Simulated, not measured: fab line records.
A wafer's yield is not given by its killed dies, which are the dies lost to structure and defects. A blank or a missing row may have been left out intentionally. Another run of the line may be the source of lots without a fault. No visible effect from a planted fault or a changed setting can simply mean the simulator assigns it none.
Which of the tools did it? || flow n5-finfet || 36 wafers from 12 lots sampled at 2 of the route's 1938 steps

## WHAT THE GAUGES READ, wafer by wafer
N5_BEOL_M3_CD_MEAS_35: target cd 18 nm, target cd y 21 nm.
{"lot": "L075", "measured": "day 7 09:56", "on": "cd-sem-03", "cd-nm (nm)": "18.0 17.7 18.0"}
{"lot": "L077", "measured": "day 7 22:47", "on": "cd-sem-03", "cd-nm (nm)": "18.1 17.7 18.0"}
{"lot": "L079", "measured": "day 8 18:38", "on": "cd-sem-02", "cd-nm (nm)": "17.8 18.3 18.0"}
{"lot": "L081", "measured": "day 9 02:34", "on": "cd-sem-02", "cd-nm (nm)": "18.8 17.7 17.7"}
{"lot": "L082", "measured": "day 9 15:11", "on": "cd-sem-03", "cd-nm (nm)": "17.3 17.9 17.6"}
{"lot": "L085", "measured": "day 10 03:32", "on": "cd-sem-02", "cd-nm (nm)": "17.9 17.6 17.8"}
{"lot": "L087", "measured": "day 10 07:38", "on": "cd-sem-02", "cd-nm (nm)": "18.4 17.1 18.3"}
{"lot": "L089", "measured": "day 11 00:38", "on": "cd-sem-02", "cd-nm (nm)": "18.0 18.4 17.8"}
{"lot": "L091", "measured": "day 11 12:46", "on": "cd-sem-03", "cd-nm (nm)": "17.4 17.8 17.7"}
{"lot": "L093", "measured": "day 12 18:56", "on": "cd-sem-01", "cd-nm (nm)": "17.6 17.6 17.6"}
{"lot": "L095", "measured": "day 12 17:45", "on": "cd-sem-01", "cd-nm (nm)": "17.1 17.7 17.6"}
{"lot": "L097", "measured": "day 12 23:14", "on": "cd-sem-02", "cd-nm (nm)": "17.8 18.0 18.2"}

## EACH LOT AND THE TOOL THAT RAN IT (in order: tool; ch and the chambers of the sampled wafers; start)
{"lot": "L075", "N5_BEOL_M2_ANNEAL_51": "rtp-anneal-02 ch 0, day 7 04:04"}
{"lot": "L077", "N5_BEOL_M2_ANNEAL_51": "rtp-anneal-02 ch 0, day 7 18:02"}
{"lot": "L079", "N5_BEOL_M2_ANNEAL_51": "rtp-anneal-02 ch 0, day 8 10:47"}
{"lot": "L081", "N5_BEOL_M2_ANNEAL_51": "rtp-anneal-02 ch 0, day 8 21:51"}
{"lot": "L082", "N5_BEOL_M2_ANNEAL_51": "rtp-anneal-02 ch 0, day 9 02:55"}
{"lot": "L085", "N5_BEOL_M2_ANNEAL_51": "rtp-anneal-01 ch 0, day 9 17:56"}
{"lot": "L087", "N5_BEOL_M2_ANNEAL_51": "rtp-anneal-02 ch 0, day 9 22:40"}
{"lot": "L089", "N5_BEOL_M2_ANNEAL_51": "rtp-anneal-02 ch 0, day 10 19:36"}
{"lot": "L091", "N5_BEOL_M2_ANNEAL_51": "rtp-anneal-02 ch 0, day 11 00:41"}
{"lot": "L093", "N5_BEOL_M2_ANNEAL_51": "rtp-anneal-02 ch 0, day 12 05:12"}
{"lot": "L095", "N5_BEOL_M2_ANNEAL_51": "rtp-anneal-01 ch 0, day 12 10:59"}
{"lot": "L097", "N5_BEOL_M2_ANNEAL_51": "rtp-anneal-01 ch 0, day 12 17:07"}
- N5_BEOL_M2_ANNEAL_51: time 90 s.

## THE ANSWER, worked out from the rows above alone
Rule: the lots themselves supply what counts as usual. The widest of any qualifying gaps counts: lots, ordered by their means at a reading, are off when they make up no more than a third of the lots, leave a main group of 4 or more, and stand apart from it by 3 or more times the standard deviation of that group's means. A main group is skipped when, at the precision printed for the reading in the tables above, its means are all equal. Also off: a lot with no number at a reading for which 4 or more lots have one. Any other lot the step has rows for is counted as sound.
No lot is off on any of the readings shown, so nothing can be concluded from this.

## WHAT THE SIMULATOR HAD INSERTED
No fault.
